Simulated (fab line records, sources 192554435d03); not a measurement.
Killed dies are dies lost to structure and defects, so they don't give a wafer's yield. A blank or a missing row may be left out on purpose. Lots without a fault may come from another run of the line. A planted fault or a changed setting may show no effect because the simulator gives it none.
One fault seen from 3 desks | flow n5_finfet | each desk has only its own numbers; what lay behind them comes last

THE TOOL OWNER'S DESK: cmp-02
The tool's own readings at N5_BEOL_M4_CMP_52 (polishes, stops on SiOC, t overpolish 6.8 s, target thk 40 nm): means of the sampled wafers that have a number, for each lot that ran on this tool. A lot is out of limits, marked OUT, if its mean lies more than 4 standard deviations from the usual mean; the brackets give that distance.
Columns: A = barrier_field_endpoint_s at N5_BEOL_M4_CMP_52, usual 24.9 s; B = clearing_platen_down_force_psi at N5_BEOL_M4_CMP_52, usual 1.5002 psi; C = motor_current_A at N5_BEOL_M4_CMP_52, usual 5.8 A; D = overpolish_run_s at N5_BEOL_M4_CMP_52, usual 6.799 s; E = retaining_ring_pressure_frac at N5_BEOL_M4_CMP_52, usual 1.000; F = time_to_endpoint_s at N5_BEOL_M4_CMP_52, usual 63 s
lot  | first seen here | A    | B      | C   | D     | E     | F
L244 | day 8 17:55     | 24.4 | 1.4988 | 5.8 | 6.800 | 1.001 | 65
L248 | day 9 12:14     | 24.9 | 1.5010 | 5.9 | 6.799 | 0.999 | 67
L264 | day 14 01:37    | 25.1 | 1.4994 | 5.8 | 6.789 | 0.998 | 65
This desk's finding: nothing out of limits on any of the 3 lots.

THE METROLOGY DESK
What the gauges read, lot by lot, whatever tool the lot ran on: means of the sampled wafers that have a number. A lot is out of limits, marked OUT, if its mean lies more than 4 standard deviations from the usual mean; the brackets give that distance. Of its 12 readings 7 are shown: the one that was out of limits first, and those that lie furthest out on some lot.
Columns: A = M4_THK at N5_BEOL_M4_THK_MEAS_53, usual 40.2 nm; B = M4_RS at N5_BEOL_M4_RS_MEAS_58, usual 0.658 ohm/sq; C = DIBL_P at N5_BEOL_M4_RC_MEAS_101, usual 36.0 mV/V; D = IOFF_N at N5_BEOL_M4_RC_MEAS_101, usual 0.151 nA/um; E = IOFF_P at N5_BEOL_M4_RC_MEAS_101, usual 0.21 nA/um; F = ION_P at N5_BEOL_M4_RC_MEAS_101, usual 463 uA/um; G = VT_P at N5_BEOL_M4_RC_MEAS_101, usual -250 mV
lot  | first seen here | A                       | B               | C    | D     | E    | F   | G
L244 | day 8 18:13     | 40.7                    | 0.655           | 34.8 | 0.129 | 0.17 | 455 | -253
L248 | day 9 12:32     | 40.8                    | 0.639           | 37.6 | 0.185 | 0.29 | 472 | -245
L253 | day 11 01:19    | 297.8 (+99 or more) OUT | 0.058 (-21) OUT | -    | -     | -    | -   | -
L254 | day 11 09:03    | 296.5 (+99 or more) OUT | 0.058 (-21) OUT | -    | -     | -    | -   | -
L255 | day 11 17:30    | 293.4 (+99 or more) OUT | 0.058 (-21) OUT | -    | -     | -    | -   | -
L257 | day 12 12:13    | 40.4                    | 0.650           | 39.0 | 0.186 | 0.25 | 473 | -247
L262 | day 13 10:25    | 40.0                    | 0.665           | 37.4 | 0.176 | 0.22 | 466 | -251
L264 | day 14 01:53    | 41.1                    | 0.647           | 37.0 | 0.157 | 0.21 | 460 | -251
L265 | day 14 02:16    | 39.4                    | 0.667           | 35.5 | 0.135 | 0.20 | 457 | -252
This desk's finding: out of limits on L253, L254, L255; first on L253, day 11 01:19 (M4_THK at N5_BEOL_M4_THK_MEAS_53). In limits: L244, L248, L257, L262, L264, L265.

THE DEFECT DESK
What the inspections along the route counted, lot by lot: means of the sampled wafers that have a number. A lot is out of limits, marked OUT, if its mean lies more than 4 standard deviations from the usual mean; the brackets give that distance.
Columns: A = raw_defect_count at N5_BEOL_M4_INSPECT_59, usual 66
lot  | first seen here | A
L244 | day 8 18:41     | 97
L248 | day 9 12:49     | 41
L253 | day 11 01:38    | 5077 (+99 or more) OUT
L254 | day 11 09:22    | 5075 (+99 or more) OUT
L255 | day 11 17:47    | 5077 (+99 or more) OUT
L257 | day 12 12:31    | 70
L262 | day 13 10:43    | 71
L264 | day 14 02:10    | 73
L265 | day 14 02:33    | 57
This desk's finding: out of limits on L253, L254, L255; first on L253, day 11 01:38 (raw_defect_count at N5_BEOL_M4_INSPECT_59). In limits: L244, L248, L257, L262, L264, L265.

PUT TOGETHER
The metrology desk could have raised an alarm at day 11 01:19, on L253, L254, L255.
The defect desk could have raised an alarm at day 11 01:38, on L253, L254, L255.
The tool owner's desk saw nothing out of limits.
The tool owner's desk has no number on record for L253, L254, L255.
Of the lots named, all ran N5_BEOL_M4_CMP_52 on cmp-02.

WHAT THE SIMULATOR HAD PUT IN
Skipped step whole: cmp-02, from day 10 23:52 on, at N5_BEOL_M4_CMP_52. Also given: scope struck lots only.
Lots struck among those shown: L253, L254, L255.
Hours from the fault's start to each desk's first reading out of limits: the metrology desk, 1; the defect desk, 2.
